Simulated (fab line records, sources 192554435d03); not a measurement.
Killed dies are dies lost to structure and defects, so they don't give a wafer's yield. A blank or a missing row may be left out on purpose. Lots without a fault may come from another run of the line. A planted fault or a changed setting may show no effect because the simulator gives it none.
fab line records | flow n5_finfet
record lots=10 wafers=29 last_day=16
route steps=1938 shown FIN_SAQP@139 FIN_CUT@163 PASSIVATION@1936
lots that met no fault: from a run of the same line without faults
start_h: hours from the record's first day to the start of the lot's first wafer shown | wait_h: hours since the lot's step before | " the same as in the row above | L1.1+2: a row that stands for several wafers | - no value, or no start given | * or withheld: withheld | < > ~ a bound
route shown NAME@n: a module of which the file shows steps, and the number in the route of the first | usual: mean/standard deviation of fault-free wafers | same: alike in all rows | chamber/n: place in a boat | sites: the reading at each site | _std_site: their standard deviation | _edge_site: outer sites' mean less inner sites' | radius_mm: how far each site lies from the wafer's centre | mask NAME#n: copy n | behind: the tool/chamber that last shaped the wafer | hold: why the lot was held/for how many hours/how that ended | device: the transistor (n, p or np) that didn't switch | end of line: the same wafers' tests at the end of the route | a step without rows: its recipe alone | killed: dies lost to structure and defects at the first sort, not the wafer's yield | map: a wafer's dies, x killed, . not, _ none there
set.NAME: the setting as run; set.NAME@STEP: as run at that earlier step | model.NAME: the simulator's own value behind a step, which no gauge read
steps of the route over a sample of lots; a table a step, a row a wafer
services: from which hour (start_h, from the record's first day; less than 0 if before it) a tool's chamber was out of use, for how many hours, and why
## steps
# step N5_FIN_SAQP_SPACER2_ETCHBACK_29
# recipe chemistry=CHF3/O2 mode=anisotropic_etchback target=SiO2 target_depth_a=122 time_s=6.1 pressure_mtorr=30 source_w=650 bias_w=170 Ar_flow_sccm=200 CHF3_flow_sccm=50 O2_flow_sccm=5 ion_energy_ev=200
# usual drypump_motor_current_A=5.9/0.44 oes_f_703_au=0.77/0.066 oes_product_au=0.78/0.068 rf_vpp_V=520/15 showerhead_plenum_p_Torr=2.44/0.062 throttle_valve_pct=18.96/0.27
# columns lot.wafer tool chamber start_h wait_h drypump_motor_current_A oes_f_703_au oes_product_au rf_hours_counter_h rf_vpp_V showerhead_plenum_p_Torr throttle_valve_pct
L918.2 rie_diel-01 3 26.99 0.2 6.2 0.79 0.78 167 539 2.40 19.17
L918.4 " 2 " " 6.2 0.69 0.69 - 525 2.48 19.38
L918.5 " 3 " " 6.2 0.80 0.78 - 539 2.40 19.20
L919.1 rie_diel-06 1 38.82 0.2 6.5 0.70 0.73 187 537 2.50 19.16
L919.3 " 2 " " 5.4 0.79 0.77 142 506 2.40 18.68
L919.5 " 1 " " 6.5 0.70 0.74 - 536 2.50 19.17
L921.2 rie_diel-01 2 44.83 0.2 6.2 0.68 0.68 242 523 2.48 19.40
L921.3 " 0 " " 6.4 0.78 0.82 92 529 2.52 18.87
L921.4 " 3 " " 6.2 0.78 0.77 177 538 2.40 19.21
L924.1 rie_diel-06 1 61.23 0.2 6.5 0.69 0.72 198 535 2.50 19.21
L924.2 " 0 " " 5.7 0.83 0.83 85 500 2.54 18.91
L924.6 " 0 " " 5.7 0.82 0.83 - 500 2.55 18.91
L925.2 rie_diel-01 3 68.62 0.3 6.1 0.78 0.76 186 539 2.40 19.23
L925.3 " 0 " " 6.4 0.77 0.79 100 531 2.52 18.89
L925.5 " 3 " " 6.1 0.78 0.76 - 536 2.40 19.22
L927.1 rie_diel-06 3 79.11 0.2 5.3 0.88 0.92 5 526 2.49 18.92
L927.2 " 0 " " 5.8 0.82 0.81 91 500 2.54 18.93
L928.1 rie_diel-03 1 88.63 0.2 5.5 0.86 0.83 54 520 2.45 19.05
L928.3 " 0 " " 6.1 0.80 0.75 138 490 2.43 19.25
L928.6 " 0 " " 6.1 0.80 0.75 - 492 2.43 19.27
L935.1 rie_diel-03 3 128.04 0.2 6.3 0.82 0.86 61 522 2.34 18.43
L935.3 " 0 " " 6.1 0.79 0.73 158 491 2.43 19.28
L935.4 " 2 " " 5.4 0.70 0.73 - 532 2.39 18.61
L936.1 rie_diel-01 0 133.27 0.4 6.4 0.75 0.77 126 529 2.50 18.93
L936.4 " 3 " " 6.1 0.76 0.74 211 538 2.39 19.27
L936.5 " 3 " " 6.1 0.76 0.74 - 537 2.39 19.26
L938.2 rie_diel-03 2 147.38 0.3 5.4 0.70 0.72 169 532 2.39 18.62
L938.5 " 0 " " 6.1 0.79 0.72 - 491 2.42 19.28
L938.6 " 3 " " 6.3 0.81 0.84 - 522 2.34 18.45
# step N5_FIN_SAQP_HM_OPEN_33
# recipe chemistry=CH3F/O2 target=SiNx mask_material=SiO2 target_depth_a=494 time_s=70.6 pressure_mtorr=30 source_w=395 bias_w=73 Ar_flow_sccm=150 CH3F_flow_sccm=30 O2_flow_sccm=20 ion_energy_ev=120 ends=cleared
# usual drypump_motor_current_A=5.8/0.46 etch_rf_on_time_s=70.2/1.9 oes_f_703_au=0.77/0.061 oes_product_au=0.66/0.056 rf_vpp_V=295/7.9 showerhead_plenum_p_Torr=2.03/0.052 throttle_valve_pct=16.41/0.24
# columns lot.wafer tool chamber start_h wait_h drypump_motor_current_A etch_rf_on_time_s oes_f_703_au oes_product_au rf_hours_counter_h rf_vpp_V showerhead_plenum_p_Torr throttle_valve_pct
L918.2 rie_diel-06 1 27.31 0.1 6.5 70.9 0.72 0.63 179 303 2.08 16.56
L918.4 " 1 " " 6.5 71.2 0.72 0.63 - 303 2.08 16.57
L918.5 " 3 " " 5.3 72.9 0.64 0.57 - 298 2.08 16.86
L919.1 rie_diel-01 3 39.12 0.1 6.1 66.1 0.80 0.66 173 305 1.99 16.62
L919.3 " 1 " " 5.9 69.2 0.73 0.64 119 299 1.94 16.36
L919.5 " 3 " " 6.1 67.3 0.79 0.66 - 306 1.99 16.62
L921.2 rie_diel-06 1 45.13 0.1 6.5 71.8 0.71 0.62 191 304 2.07 16.58
L921.3 " 2 " " 5.4 71.6 0.77 0.66 146 287 2.00 16.19
L921.4 " 0 " " 5.7 68.8 0.83 0.72 78 282 2.12 16.32
L924.1 rie_diel-03 1 61.62 0.2 5.5 70.8 0.86 0.73 46 297 2.04 16.41
L924.2 " 2 " " 5.4 69.6 0.73 0.65 134 300 1.99 16.02
L924.6 " 0 " " 6.1 70.0 0.82 0.65 - 281 2.03 16.70
L925.2 rie_diel-06 0 68.90 0.1 5.7 66.6 0.82 0.70 87 284 2.11 16.33
L925.3 " 2 " " 5.4 70.5 0.77 0.65 156 287 1.99 16.20
L925.5 " 2 " " 5.3 70.9 0.76 0.66 - 288 1.99 16.21
L927.1 rie_diel-01 1 79.37 0.1 5.9 69.7 0.72 0.64 135 299 1.94 16.36
L927.2 " 0 " " 6.5 73.6 0.76 0.67 106 300 2.09 16.34
L928.1 rie_diel-03 2 88.96 0.1 5.4 70.6 0.72 0.63 143 302 1.99 16.04
L928.3 " 0 " " 6.1 67.9 0.81 0.64 138 280 2.03 16.72
L928.6 " 3 " " 6.4 68.5 0.85 0.77 - 296 1.95 15.85
L935.1 rie_diel-06 0 128.31 0.1 5.7 68.5 0.81 0.68 104 284 2.11 16.36
L935.3 " 1 " " 6.5 69.4 0.69 0.60 221 305 2.06 16.66
L935.4 " 2 " " 5.4 71.7 0.75 0.63 176 288 1.99 16.26
L936.1 rie_diel-06 0 133.63 0.2 5.7 69.7 0.81 0.68 106 283 2.11 16.37
L936.4 " 2 " " 5.4 73.4 0.75 0.63 177 290 1.99 16.24
L936.5 " 0 " " 5.7 71.0 0.81 0.68 - 284 2.11 16.36
L938.2 rie_diel-03 1 147.99 0.4 5.4 71.0 0.85 0.71 62 294 2.03 16.46
L938.5 " 1 " " 5.5 70.4 0.84 0.71 - 295 2.03 16.47
L938.6 " 2 " " 5.3 71.1 0.70 0.62 - 303 1.98 16.10
# step N5_FIN_SAQP_FIN_ETCH_36
# recipe chemistry=HBr/Cl2/O2 target_depth_a=1200 mask_material=SiNx time_s=50.4 bias_w=102 pressure_mtorr=10 icp_w=800 HBr_flow_sccm=150 Cl2_flow_sccm=80 O2_flow_sccm=12
# usual drypump_motor_current_A=5.6/0.52 oes_product_au=0.997/0.017 throttle_valve_pct=36.0/0.37
# columns lot.wafer tool chamber start_h wait_h drypump_motor_current_A oes_product_au rf_hours_counter_h throttle_valve_pct
L918.2 rie_si-04 1 27.60 0.0 5.6 1.005 186 36.1
L918.4 " 2 " " 5.3 1.023 78 35.8
L918.5 " 1 " " 5.6 1.005 - 36.1
L919.1 rie_si-04 1 39.41 0.0 5.6 1.001 186 36.1
L919.3 " 2 " " 5.4 1.006 78 35.8
L919.5 " 0 " " 6.0 0.974 - 35.7
L921.2 rie_si-01 2 45.42 0.0 5.5 1.009 78 36.1
L921.3 " 3 " " 5.5 1.020 8 35.6
L921.4 " 1 " " 4.8 0.967 104 36.6
L924.1 rie_si-05 2 61.91 0.0 5.2 0.990 35 36.0
L924.2 " 3 " " 6.5 0.991 135 36.8
L924.6 " 0 " " 5.1 0.961 - 36.0
L925.2 rie_si-05 0 69.18 0.0 5.1 0.971 38 36.0
L925.3 " 1 " " 6.6 1.004 7 35.7
L925.5 " 2 " " 5.2 0.978 - 36.0
L927.1 rie_si-05 2 79.66 0.0 5.2 1.001 35 36.0
L927.2 " 1 " " 6.6 1.022 7 35.7
L928.1 rie_si-01 1 89.25 0.0 4.8 0.967 104 36.6
L928.3 " 2 " " 5.5 1.011 79 36.1
L928.6 " 2 " " 5.5 1.014 - 36.1
L935.1 rie_si-01 2 128.60 0.0 5.5 1.019 80 36.1
L935.3 " 0 " " 5.7 1.005 114 35.5
L935.4 " 0 " " 5.7 1.010 - 35.5
L936.1 rie_si-05 2 133.92 0.0 5.2 1.002 36 36.0
L936.4 " 3 " " 6.6 0.986 136 36.8
L936.5 " 0 " " 5.1 0.963 - 36.0
L938.2 rie_si-04 3 148.28 0.0 5.9 1.001 93 36.1
L938.5 " 2 " " 5.3 1.013 - 35.8
L938.6 " 1 " " 5.6 1.009 - 36.1
# step N5_FIN_SAQP_INSPECT_40
# recipe inspect_instrument=brightfield mode=aei
# usual raw_defect_count=254/72
# columns lot.wafer tool chamber start_h wait_h raw_defect_count
L918.2 defect_inspect-02 - 27.86 0.0 276
L918.4 " - " " 360
L918.5 " - " " 309
L919.1 defect_inspect-01 - 39.66 0.0 239
L919.3 " - " " 360
L919.5 " - " " 401
L921.2 defect_inspect-02 - 45.67 0.0 184
L921.3 " - " " 313
L921.4 " - " " 163
L924.1 defect_inspect-01 - 62.16 0.0 409
L924.2 " - " " 310
L924.6 " - " " 237
L925.2 defect_inspect-01 - 69.43 0.0 219
L925.3 " - " " 285
L925.5 " - " " 221
L927.1 defect_inspect-01 - 79.91 0.0 259
L927.2 " - " " 250
L928.1 defect_inspect-01 - 89.50 0.0 202
L928.3 " - " " 188
L928.6 " - " " 179
L935.1 defect_inspect-01 - 128.85 0.0 781
L935.3 " - " " 735
L935.4 " - " " 867
L936.1 defect_inspect-01 - 134.17 0.0 639
L936.4 " - " " 612
L936.5 " - " " 643
L938.2 defect_inspect-02 - 148.53 0.0 267
L938.5 " - " " 425
L938.6 " - " " 213
# step N5_FIN_CUT_CD_MEAS_08
# recipe target_cd_nm=29.1 landing_energy_ev=500 detector=se_inlens polarity=opening
# usual cd_nm=29.1/0.31
# columns lot.wafer tool chamber start_h wait_h cd_nm
L918.2 cd_sem-02 0 28.32 - 29.0
L918.4 " 0 " " 29.0
L918.5 " 0 " " 29.0
L919.1 cd_sem-03 0 40.09 - 29.4
L919.3 " 0 " " 28.9
L919.5 " 0 " " 29.7
L921.2 cd_sem-01 0 46.10 - 29.0
L921.3 " 0 " " 29.0
L921.4 " 0 " " 29.5
L924.1 cd_sem-02 0 62.58 - 29.5
L924.2 " 0 " " 29.4
L924.6 " 0 " " 29.7
L925.2 cd_sem-01 0 69.74 - 29.4
L925.3 " 0 " " 29.1
L925.5 " 0 " " 29.1
L927.1 cd_sem-01 0 80.21 - 29.4
L927.2 " 0 " " 29.0
L928.1 cd_sem-02 0 89.93 - 29.6
L928.3 " 0 " " 29.7
L928.6 " 0 " " 29.6
L935.1 cd_sem-02 0 129.28 - 29.2
L935.3 " 0 " " 29.2
L935.4 " 0 " " 29.3
L936.1 cd_sem-01 0 134.59 - 29.3
L936.4 " 0 " " 29.6
L936.5 " 0 " " 29.2
L938.2 cd_sem-02 0 148.83 - 29.0
L938.5 " 0 " " 29.8
L938.6 " 0 " " 29.4
# step N5_FIN_CUT_INSPECT_10
# recipe mode=adi inspect_instrument=brightfield
# usual raw_defect_count=46/13
# columns lot.wafer tool chamber start_h wait_h raw_defect_count
L918.2 defect_inspect-01 - 28.41 0.0 49
L918.4 " - " " 67
L918.5 " - " " 59
L919.1 defect_inspect-01 - 40.18 0.1 60
L919.3 " - " " 62
L919.5 " - " " 86
L921.2 defect_inspect-02 - 46.19 0.0 41
L921.3 " - " " 40
L921.4 " - " " 42
L924.1 defect_inspect-02 - 62.67 0.1 65
L924.2 " - " " 49
L924.6 " - " " 38
L925.2 defect_inspect-01 - 69.83 0.0 54
L925.3 " - " " 32
L925.5 " - " " 44
L927.1 defect_inspect-02 - 80.30 0.1 44
L927.2 " - " " 44
L928.1 defect_inspect-01 - 90.02 0.1 29
L928.3 " - " " 26
L928.6 " - " " 35
L935.1 defect_inspect-01 - 129.37 0.1 470
L935.3 " - " " 440
L935.4 " - " " 514
L936.1 defect_inspect-01 - 134.68 0.1 444
L936.4 " - " " 419
L936.5 " - " " 468
L938.2 defect_inspect-01 - 148.93 0.1 53
L938.5 " - " " 62
L938.6 " - " " 25
# step N5_FIN_CUT_INSPECT_17
# recipe inspect_instrument=brightfield mode=aei
# usual raw_defect_count=259/71
# columns lot.wafer tool chamber start_h wait_h raw_defect_count
L918.2 defect_inspect-02 - 29.57 0.0 256
L918.4 " - " " 329
L918.5 " - " " 308
L919.1 defect_inspect-01 - 41.13 0.0 254
L919.3 " - " " 373
L919.5 " - " " 398
L921.2 defect_inspect-02 - 47.13 0.0 188
L921.3 " - " " 308
L921.4 " - " " 168
L924.1 defect_inspect-01 - 63.66 0.0 400
L924.2 " - " " 305
L924.6 " - " " 253
L925.2 defect_inspect-02 - 70.77 0.0 227
L925.3 " - " " 281
L925.5 " - " " 226
L927.1 defect_inspect-02 - 82.25 0.0 246
L927.2 " - " " 240
L928.1 defect_inspect-01 - 91.13 0.0 219
L928.3 " - " " 170
L928.6 " - " " 190
L935.1 defect_inspect-02 - 130.31 0.0 771
L935.3 " - " " 741
L935.4 " - " " 849
L936.1 defect_inspect-02 - 135.63 0.0 616
L936.4 " - " " 606
L936.5 " - " " 641
L938.2 defect_inspect-02 - 149.90 0.0 281
L938.5 " - " " 419
L938.6 " - " " 215
# step N5_PASSIVATION_PROBE_49
# usual killed_at_M0_to_M3=33/11 killed_at_M4_up=13/5.2 killed_at_contacts=11/5.7 killed_at_front_end=39/11 killed_at_other=4/3 killed_dies=101/20 killed_on_rim=13/4.1 killed_open=66/15 killed_short=33/8.4
# same gross_dies=1180 killed_at_back_side=0
# columns lot.wafer tool chamber start_h wait_h killed_at_M0_to_M3 killed_at_M4_up killed_at_contacts killed_at_front_end killed_at_other killed_dies killed_on_rim killed_open killed_short
L919.1 prober-01 - 287.51 0.0 24 16 10 24 4 78 8 51 23
L919.3 prober-01 - 287.61 0.1 37 22 7 26 7 99 10 66 32
L919.5 prober-01 - 287.71 0.2 43 11 13 36 4 107 10 70 34
L918.2 prober-02 - 288.10 0.1 31 23 7 32 1 94 8 63 28
L918.4 prober-02 - 288.20 0.2 38 14 4 43 5 104 17 67 34
L918.5 prober-02 - 288.25 0.2 38 12 4 37 0 91 12 59 30
L921.2 prober-01 - 308.13 0.1 26 19 13 35 9 102 10 67 35
L921.3 prober-01 - 308.18 0.1 28 7 11 31 12 89 7 38 49
L921.4 prober-01 - 308.23 0.2 23 15 19 41 9 107 14 65 39
L925.2 prober-01 - 315.66 0.1 58 17 7 26 6 114 16 76 35
L925.3 prober-01 - 315.71 0.1 41 11 9 32 2 95 15 62 31
L925.5 prober-01 - 315.81 0.2 50 11 13 23 9 106 12 60 45
L927.1 prober-01 - 321.15 0.0 22 10 15 44 6 97 17 59 36
L927.2 prober-01 - 321.20 0.1 33 8 8 60 3 112 20 69 41
L924.1 prober-02 - 321.23 0.1 25 9 4 23 7 68 7 38 29
L924.2 prober-02 - 321.28 0.2 28 9 19 40 1 97 14 55 40
L924.6 prober-02 - 321.48 0.4 10 11 6 31 3 61 5 35 25
L928.1 prober-01 - 337.32 0.0 23 11 5 27 7 73 8 48 23
L928.3 prober-01 - 337.42 0.1 43 17 4 18 3 85 12 61 22
L928.6 prober-01 - 337.57 0.3 37 11 7 40 2 97 13 68 27
L936.1 prober-01 - 378.54 0.0 21 6 5 94 6 132 31 36 32
L936.4 prober-01 - 378.69 0.2 52 19 9 69 8 157 30 63 51
L936.5 prober-01 - 378.74 0.2 24 12 4 90 5 135 25 64 13
L935.1 prober-02 - 382.02 0.0 37 13 3 108 2 163 32 59 46
L935.3 prober-02 - 382.12 0.1 27 13 9 110 7 166 25 54 42
L935.4 prober-02 - 382.17 0.2 39 13 4 85 2 143 34 61 34
L938.2 prober-01 - 386.72 0.1 25 16 8 45 5 99 13 69 29
L938.5 prober-01 - 386.87 0.2 33 7 11 31 7 89 8 51 36
L938.6 prober-01 - 386.92 0.3 36 6 20 26 5 93 9 64 28
# killed by level:class
L919.1 BEOL_M1:geometric_particle:open=9 MOL_CONTACT_COAG:geometric_particle:open=7 BEOL_M4:geometric_particle:open=7 STI_FIN_REVEAL:geometric_particle:open=6 DUMMY_GATE:geometric_particle:open=4 ILD0:geometric_particle:short=3 BEOL_M0_SAQP:geometric_particle:short=3 STARTING-WAFER:geometric_particle:open=3
L919.3 BEOL_M1:geometric_particle:open=9 BEOL_M4:geometric_particle:open=9 BEOL_M0_SAQP:geometric_particle:short=8 BEOL_M2:geometric_particle:open=7 BEOL_M3:geometric_particle:open=7 MOL_CONTACT_COAG:geometric_particle:open=6 PASS1_CAP:geometric_particle:short=5 FIN_SAQP:geometric_particle:open=4
L919.5 MOL_CONTACT_COAG:geometric_particle:open=10 BEOL_M0_SAQP:geometric_particle:open=10 BEOL_M1:geometric_particle:open=9 FIN_SAQP:geometric_particle:open=8 FIN_SAQP:geometric_particle:short=8 BEOL_M0_SAQP:geometric_particle:short=7 GATE_CUT:geometric_particle:short=6 BEOL_M5:geometric_particle:open=5
L918.2 BEOL_M1:geometric_particle:open=11 BEOL_M4:geometric_particle:open=10 FIN_SAQP:geometric_particle:short=7 MOL_CONTACT_COAG:geometric_particle:open=6 STI_FIN_REVEAL:geometric_particle:open=6 FIN_SAQP:geometric_particle:open=4 BEOL_M2:geometric_particle:open=4 BEOL_M3:geometric_particle:open=4
L918.4 BEOL_M1:geometric_particle:open=14 STI_FIN_REVEAL:geometric_particle:open=12 BEOL_M0_SAQP:geometric_particle:open=8 FIN_SAQP:geometric_particle:short=6 BEOL_M0_SAQP:geometric_particle:short=6 DUMMY_GATE:geometric_particle:open=5 STI_FIN_REVEAL:geometric_particle:short=4 BEOL_M4:geometric_particle:open=4
L918.5 STI_FIN_REVEAL:geometric_particle:open=13 BEOL_M1:geometric_particle:open=9 BEOL_M0_SAQP:geometric_particle:open=7 FIN_SAQP:geometric_particle:open=6 FIN_SAQP:geometric_particle:short=6 BEOL_M2:geometric_particle:short=6 BEOL_M3:geometric_particle:open=5 MOL_CONTACT_COAG:geometric_particle:open=4
L921.2 BEOL_M0_SAQP:geometric_particle:short=13 MOL_CONTACT_COAG:geometric_particle:open=12 STI_FIN_REVEAL:geometric_particle:open=11 BEOL_M4:geometric_particle:open=8 BEOL_M2:geometric_particle:open=6 DUMMY_GATE:geometric_particle:open=5 ILD0:geometric_particle:open=4 BEOL_M4:geometric_particle:short=4
L921.3 FIN_SAQP:geometric_particle:short=11 MOL_CONTACT_COAG:geometric_particle:open=6 BEOL_M0_SAQP:geometric_particle:short=6 PASS1_CAP:geometric_particle:short=6 BEOL_M0_SAQP:geometric_particle:open=5 FIN_SAQP:geometric_particle:open=4 GATE_CUT:geometric_particle:short=4 MOL_CONTACT_COAG:geometric_particle:short=4
L921.4 MOL_CONTACT_COAG:geometric_particle:open=13 FIN_SAQP:geometric_particle:short=11 BEOL_M3:geometric_particle:open=9 FIN_SAQP:geometric_particle:open=7 BEOL_M4:geometric_particle:open=7 ILD0:geometric_particle:open=5 MOL_CONTACT_COAG:geometric_particle:short=4 BEOL_M0_SAQP:geometric_particle:open=4
L925.2 BEOL_M3:geometric_particle:open=14 BEOL_M0_SAQP:geometric_particle:short=11 BEOL_M2:geometric_particle:open=10 BEOL_M0_SAQP:geometric_particle:open=9 BEOL_M4:geometric_particle:open=6 MOL_CONTACT_COAG:geometric_particle:open=6 BEOL_M1:geometric_particle:open=6 GATE_CUT:geometric_particle:short=4
L925.3 BEOL_M0_SAQP:geometric_particle:short=13 BEOL_M2:geometric_particle:open=13 FIN_SAQP:geometric_particle:short=8 GATE_CUT:geometric_particle:open=8 MOL_CONTACT_COAG:geometric_particle:open=8 BEOL_M1:geometric_particle:open=6 BEOL_M4:geometric_particle:open=4 STARTING-WAFER:geometric_particle:open=4
L925.5 BEOL_M3:geometric_particle:short=12 BEOL_M3:geometric_particle:open=11 MOL_CONTACT_COAG:geometric_particle:open=10 BEOL_M0_SAQP:geometric_particle:short=10 BEOL_M0_SAQP:geometric_particle:open=5 BEOL_M1:geometric_particle:open=5 STI_FIN_REVEAL:geometric_particle:open=4 GATE_CUT:geometric_particle:open=4
L927.1 MOL_CONTACT_COAG:geometric_particle:open=12 FIN_SAQP:geometric_particle:short=11 GATE_CUT:geometric_particle:short=9 STI_FIN_REVEAL:geometric_particle:open=5 GATE_CUT:geometric_particle:open=5 BEOL_M3:geometric_particle:open=5 DUMMY_GATE:geometric_particle:open=4 BEOL_M0_SAQP:geometric_particle:short=4
L927.2 STI_FIN_REVEAL:geometric_particle:open=23 BEOL_M0_SAQP:geometric_particle:short=9 MOL_CONTACT_COAG:geometric_particle:open=7 BEOL_M3:geometric_particle:open=7 DUMMY_GATE:geometric_particle:open=6 FIN_SAQP:geometric_particle:short=5 BEOL_M0_SAQP:geometric_particle:open=5 STI_FIN_REVEAL:geometric_particle:short=4
L924.1 BEOL_M0_SAQP:geometric_particle:open=11 GATE_CUT:geometric_particle:short=8 BEOL_M0_SAQP:geometric_particle:short=8 FIN_SAQP:geometric_particle:open=3 FIN_SAQP:geometric_particle:short=3 BEOL_M8:geometric_particle:open=3 MOL_CONTACT_COAG:geometric_particle:open=3 PASS1_DEP:geometric_particle:open=3
L924.2 MOL_CONTACT_COAG:geometric_particle:open=15 FIN_SAQP:geometric_particle:short=10 BEOL_M0_SAQP:geometric_particle:open=8 BEOL_M0_SAQP:geometric_particle:short=7 DUMMY_GATE:geometric_particle:open=6 FIN_SAQP:geometric_particle:open=5 BEOL_M3:geometric_particle:short=5 MOL_CONTACT_COAG:geometric_particle:short=4
L924.6 FIN_SAQP:geometric_particle:open=11 GATE_CUT:geometric_particle:short=8 MOL_CONTACT_COAG:geometric_particle:open=4 BEOL_M4:geometric_particle:open=3 STARTING-WAFER:geometric_particle:short=3 FIN_SAQP:geometric_particle:short=2 STI_FIN_REVEAL:geometric_particle:open=2 MOL_CONTACT_COAG:geometric_particle:short=2
L928.1 BEOL_M0_SAQP:geometric_particle:short=7 FIN_SAQP:geometric_particle:open=5 STI_FIN_REVEAL:geometric_particle:open=5 BEOL_M1:geometric_particle:open=5 DUMMY_GATE:geometric_particle:open=4 MOL_CONTACT_COAG:geometric_particle:open=4 BEOL_M2:geometric_particle:open=4 PAD_METAL:geometric_particle:short=4
L928.3 BEOL_M0_SAQP:geometric_particle:open=10 BEOL_M2:geometric_particle:open=9 BEOL_M0_SAQP:geometric_particle:short=8 BEOL_M4:geometric_particle:open=7 DUMMY_GATE:geometric_particle:open=5 BEOL_M3:geometric_particle:open=5 STI_FIN_REVEAL:geometric_particle:open=4 GATE_CUT:geometric_particle:short=3
L928.6 FIN_SAQP:geometric_particle:open=16 BEOL_M0_SAQP:geometric_particle:open=10 BEOL_M0_SAQP:geometric_particle:short=9 FIN_SAQP:geometric_particle:short=7 BEOL_M2:geometric_particle:open=7 MOL_CONTACT_COAG:geometric_particle:open=5 BEOL_M1:geometric_particle:open=4 BEOL_M3:geometric_particle:open=4
L936.1 FIN_SAQP:unspecified=56 HKMG_FIN:area_etch=8 FIN_SAQP:geometric_particle:short=7 BEOL_M0_SAQP:geometric_particle:short=7 STI_FIN_REVEAL:geometric_particle:open=6 MOL_CONTACT_COAG:geometric_particle:open=5 BEOL_M0_SAQP:geometric_particle:open=5 DUMMY_GATE:geometric_particle:open=3
L936.4 FIN_SAQP:unspecified=41 BEOL_M0_SAQP:geometric_particle:short=18 BEOL_M4:geometric_particle:open=11 BEOL_M0_SAQP:geometric_particle:open=10 STI_FIN_REVEAL:geometric_particle:open=9 STARTING-WAFER:geometric_particle:short=7 MOL_CONTACT_COAG:geometric_particle:open=6 BEOL_M1:geometric_particle:open=6
L936.5 FIN_SAQP:unspecified=57 BEOL_M0_SAQP:geometric_particle:open=10 STI_FIN_REVEAL:geometric_particle:open=8 BEOL_M4:geometric_particle:open=7 FIN_SAQP:geometric_particle:open=6 BEOL_M3:geometric_particle:open=6 FIN_SAQP:geometric_particle:short=5 MOL_CONTACT_COAG:geometric_particle:open=4
L935.1 FIN_SAQP:unspecified=53 BEOL_M0_SAQP:geometric_particle:short=17 BEOL_M0_SAQP:geometric_particle:open=12 FIN_SAQP:geometric_particle:open=9 GATE_CUT:geometric_particle:short=9 FIN_SAQP:geometric_particle:short=8 GATE_CUT:geometric_particle:open=8 BEOL_M4:geometric_particle:open=7
L935.3 FIN_SAQP:unspecified=70 FIN_SAQP:geometric_particle:open=11 FIN_SAQP:geometric_particle:short=10 GATE_CUT:geometric_particle:short=8 MOL_CONTACT_COAG:geometric_particle:open=8 BEOL_M2:geometric_particle:open=7 BEOL_M0_SAQP:geometric_particle:short=7 PAD_METAL:geometric_particle:short=6
L935.4 FIN_SAQP:unspecified=48 GATE_CUT:geometric_particle:short=10 FIN_SAQP:geometric_particle:open=8 BEOL_M0_SAQP:geometric_particle:open=8 BEOL_M1:geometric_particle:open=8 BEOL_M2:geometric_particle:open=8 BEOL_M0_SAQP:geometric_particle:short=7 GATE_CUT:geometric_particle:open=5
L938.2 BEOL_M3:geometric_particle:open=9 STI_FIN_REVEAL:geometric_particle:open=8 GATE_CUT:geometric_particle:short=8 FIN_SAQP:geometric_particle:open=7 MOL_CONTACT_COAG:geometric_particle:open=7 GATE_CUT:geometric_particle:open=6 FIN_SAQP:geometric_particle:short=5 BEOL_M4:geometric_particle:open=5
L938.5 BEOL_M0_SAQP:geometric_particle:short=9 BEOL_M3:geometric_particle:open=9 FIN_SAQP:geometric_particle:open=8 GATE_CUT:geometric_particle:short=8 MOL_CONTACT_COAG:geometric_particle:open=7 FIN_SAQP:geometric_particle:short=5 BEOL_M0_SAQP:geometric_particle:open=5 BEOL_M2:geometric_particle:open=5
L938.6 MOL_CONTACT_COAG:geometric_particle:open=16 BEOL_M3:geometric_particle:open=12 BEOL_M3:geometric_particle:short=7 BEOL_M2:geometric_particle:open=6 BEOL_M0_SAQP:geometric_particle:open=6 FIN_SAQP:geometric_particle:open=5 STI_FIN_REVEAL:geometric_particle:open=5 FIN_SAQP:geometric_particle:short=4
## services
# columns tool chamber start_h hours kind
rie_si-01 0 9.35 3.3 repair
rie_diel-03 - 11.78 0.3 repair
rie_diel-01 0 24.77 4.8 repair
rie_diel-06 0 27.07 16.7 repair
rie_diel-06 3 46.41 - clean
rie_diel-06 3 46.41 - consumable_replace:focus_ring
rie_diel-06 3 46.41 16.0 scheduled_down
rie_diel-06 3 46.41 16.0 vent_cycle
rie_diel-03 3 52.75 23.1 repair
rie_si-01 2 62.19 3.2 repair
rie_diel-01 2 66.15 - clean
rie_diel-01 2 66.15 - consumable_replace:focus_ring
rie_diel-01 2 66.15 18.8 scheduled_down
rie_diel-01 2 66.15 18.8 vent_cycle
rie_si-01 - 91.77 2.8 pm
rie_diel-03 1 92.41 36.0 repair
rie_si-01 - 109.65 0.2 repair
rie_si-01 3 121.06 7.8 repair
## key
first_sign step=N5_FIN_SAQP_INSPECT_40 reading=raw_defect_count direction=up sigmas=6.3 usual=254 struck=713
effect step=N5_FIN_CUT_INSPECT_10 reading=raw_defect_count direction=up sigmas=32 usual=46 struck=459
effect step=N5_FIN_CUT_INSPECT_17 reading=raw_defect_count direction=up sigmas=6.2 usual=259 struck=704
effect step=N5_PASSIVATION_PROBE_49 reading=killed_at_front_end direction=up sigmas=4.8 usual=39 struck=93
more_kills_born_at N5_FIN_SAQP_HM_OPEN_33@rie_diel-06=325
met_at N5_FIN_SAQP_HM_OPEN_33
struck_lots L935,L936
tester_left_out L935,L936
not_acting_at N5_FIN_SAQP_SPACER2_ETCHBACK_29,N5_FIN_SAQP_FIN_ETCH_36,N5_FIN_CUT_CD_MEAS_08
onset_between 68.90 128.31
fault kind=chamber_particle_source tool=rie_diel-06 chamber=- onset_h=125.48 steps=N5_FIN_SAQP_HM_OPEN_33 rate_per_visit_cm2=0.63891 end_h=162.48
# tester_left_out: of these lots the tester's yield and bins aren't shown, on N5 and GAA mostly nor the transistor test; their killed dies are dies lost to structure and defects alone, not to doping, threshold or leakage, so they don't give the yield
